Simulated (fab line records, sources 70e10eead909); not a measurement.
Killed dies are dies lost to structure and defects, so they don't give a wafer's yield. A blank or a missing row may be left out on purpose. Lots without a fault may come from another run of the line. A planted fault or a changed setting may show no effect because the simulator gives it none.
Chamber matching | flow nand_harc | NHARC_A_DECK1_JOINT_ETCHBACK_07 on rie_si-02: 4 sister chambers
The step etches the open film in HBr, target depth 105 nm, time 26.9 s. 16 wafers are shown with their chamber, then 8 later ones without.

WAFERS WITH THEIR CHAMBER
wafer  | chamber | drypump_motor_current_A (A) | throttle_valve_pct (%) | oes_product_au (a.u.)
L078.2 | 2       | 5.6                         | 23.263                 | 1.003
L078.3 | 0       | 5.1                         | 23.245                 | 1.017
L078.5 | 0       | 5.1                         | 23.269                 | 0.998
L077.2 | 0       | 5.1                         | 23.269                 | 1.013
L077.3 | 2       | 5.5                         | 23.277                 | 1.011
L077.5 | 2       | 5.5                         | 23.273                 | 1.003
L080.1 | 0       | 5.1                         | 23.269                 | 1.018
L080.4 | 3       | 5.2                         | 23.257                 | 1.019
L080.6 | 0       | 5.1                         | 23.287                 | 1.011
L081.1 | 0       | 5.1                         | 23.255                 | 1.014
L081.2 | 3       | 5.2                         | 23.267                 | 1.010
L081.5 | 0       | 5.1                         | 23.269                 | 1.018
L082.2 | 1       | 6.0                         | 23.261                 | 1.019
L082.3 | 2       | 5.5                         | 23.263                 | 1.025
L082.5 | 1       | 6.0                         | 23.278                 | 1.012
L090.3 | 1       | 6.0                         | 23.252                 | 1.011

SIGNATURES (means of the wafers above)
reading                 | chamber 0 | chamber 1 | chamber 2 | chamber 3 | scatter within a chamber
drypump_motor_current_A | 5.100     | 6.000     | 5.525     | 5.200     | 0.025
throttle_valve_pct      | 23.26614  | 23.26367  | 23.26900  | 23.26200  | 0.0115
oes_product_au          | 1.01271   | 1.01400   | 1.01050   | 1.01450   | 0.00762
Rule: a wafer's distance from a chamber is the root of the sum, over the readings, of the square of ((its reading less the chamber's mean) divided by the reading's scatter). The wafer belongs to the nearest chamber; if the next one is less than 2 further off, it can't be placed. The scatter: the root of (the sum of the squares of (reading less its chamber's mean) over the shown wafers, divided by (wafers less chambers)).

WAFERS WITHOUT THEIR CHAMBER
wafer  | drypump_motor_current_A (A) | throttle_valve_pct (%) | oes_product_au (a.u.)
L090.5 | 5.1                         | 23.270                 | 1.002
L090.6 | 6.0                         | 23.270                 | 1.000
L091.1 | 5.2                         | 23.282                 | 1.012
L091.2 | 6.0                         | 23.262                 | 1.004
L091.5 | 6.0                         | 23.242                 | 1.000
L094.2 | 5.2                         | 23.273                 | 1.009
L094.3 | 6.0                         | 23.273                 | 1.004
L094.4 | 5.1                         | 23.255                 | 1.026

WHICH CHAMBER EACH WENT THROUGH
wafer  | from the rows above | in truth
L090.5 | 0                   | 0
L090.6 | 1                   | 1
L091.1 | 3                   | 3
L091.2 | 1                   | 1
L091.5 | 1                   | 1
L094.2 | 3                   | 3
L094.3 | 1                   | 1
L094.4 | 0                   | 0
Placed correctly: 8 of 8. Can't be placed from these rows: 0. Placed wrongly: 0.
